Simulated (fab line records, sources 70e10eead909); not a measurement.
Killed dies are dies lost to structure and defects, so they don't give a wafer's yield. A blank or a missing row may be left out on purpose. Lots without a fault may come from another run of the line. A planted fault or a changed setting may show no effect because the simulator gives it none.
Problem report in the 8D (eight disciplines) form, filled by code | flow nand_harc | the parts of the form that need people (team, actions taken, sign-off) are left out

1. THE PROBLEM
killed_at_array at NHARC_END_SORT_01 reads a mean of 202 on 6 wafers of 2 lots; wafers without a fault read 53 with a standard deviation of 18. That is +8.3 standard deviations from the usual mean.
First seen on wafer L653.1, day 30 02:23, on prober-02. The record holds 6 wafers of 2 lots with a number at this step. Rule for "out", or "out of limits": more than 4 standard deviations from the usual mean. The other wafers with a number count as sound.

2. WHAT IT IS AND WHAT IT IS NOT
question                    | is                     | is not
which readings at this step | killed_at_array        | killed_at_other, killed_at_periphery, killed_open
which lots                  | L652, L653             | -
which wafers of those lots  | all that have a number | -
read on which gauges        | prober-01, prober-02   | -
when                        | from day 30 02:23      | up to then (0 sound wafers)

3. SUSPECTS, AND WHAT RULES EACH OUT
Counting: a tool at a process step up to the reading stays a suspect if it ran every lot that is out and no sound lot after the first of them.
- the gauge at NHARC_END_SORT_01: ruled out. The wafers that are out were read on 2 gauges (prober-01, prober-02).
- acl_dep-01 at NHARC_A_CONTACT_DEP_84 (deposits aC, target thk 2800 nm): kept. It ran every lot that is out, first L653 (day 27 20:36), and no sound lot after that.
- rie_diel-12 at NHARC_A_BONDPAD_DESCUM_11 (chemistry O2, time 3 s): kept. It ran every lot that is out, first L653 (day 28 18:49), and no sound lot after that.
- pvd_sputter-02 at NHARC_A_BONDPAD_PRE_CLEAN_26 (time 30 s): kept. It ran every lot that is out, first L653 (day 29 15:40), and no sound lot after that. NHARC_A_BONDPAD_PRE_CLEAN_26 gives no start for some lots, so the hours and the order of its lots are those of NHARC_THIN_TSV_DEGAS_53.
- pvd_sputter-01 at NHARC_THIN_TSV_DEGAS_53 (time 60 s): kept. It ran every lot that is out, first L653 (day 29 15:40), and no sound lot after that.
Left after counting: acl_dep-01 at NHARC_A_CONTACT_DEP_84, rie_diel-12 at NHARC_A_BONDPAD_DESCUM_11, pvd_sputter-02 at NHARC_A_BONDPAD_PRE_CLEAN_26, pvd_sputter-01 at NHARC_THIN_TSV_DEGAS_53.

4. THE CAUSE (what the simulator had put in)
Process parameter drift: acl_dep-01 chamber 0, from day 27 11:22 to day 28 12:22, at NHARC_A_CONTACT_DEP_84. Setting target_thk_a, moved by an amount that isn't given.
Counting left 4 suspects, and this tool is among them.

5. THE CHAIN OF EFFECTS, in route order
Each row: a reading whose mean over the struck wafers that have a number lies more than 3 standard deviations from the usual. Only readings for which the record gives a usual standard deviation are gone through. hours: the time from each lot's start at the first step in this table that gives one to its start at this step, as a median over the lots. sigmas: the change in usual standard deviations.
hours | step              | reading         | usual | on struck wafers | change | sigmas
0     | NHARC_END_SORT_01 | killed_at_array | 53    | 202              | +149   | +8.3
0     | NHARC_END_SORT_01 | killed_dies     | 58    | 203              | +145   | +8.1

6. WHAT WOULD HAVE CAUGHT IT SOONER
In this record the first reading out of limits at a measuring or inspecting step was taken at day 30 02:23, 63 hours after the fault began at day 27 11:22.
Of the tool readings at NHARC_A_CONTACT_DEP_84 for which the record gives a usual standard deviation, none was out on any struck wafer, so an alarm limit of 4 standard deviations on them would not have fired.
All the lots that are out (2) had begun NHARC_A_CONTACT_DEP_84 on acl_dep-01 by day 30 02:23. A hold on the tool at that time would have spared none of them.
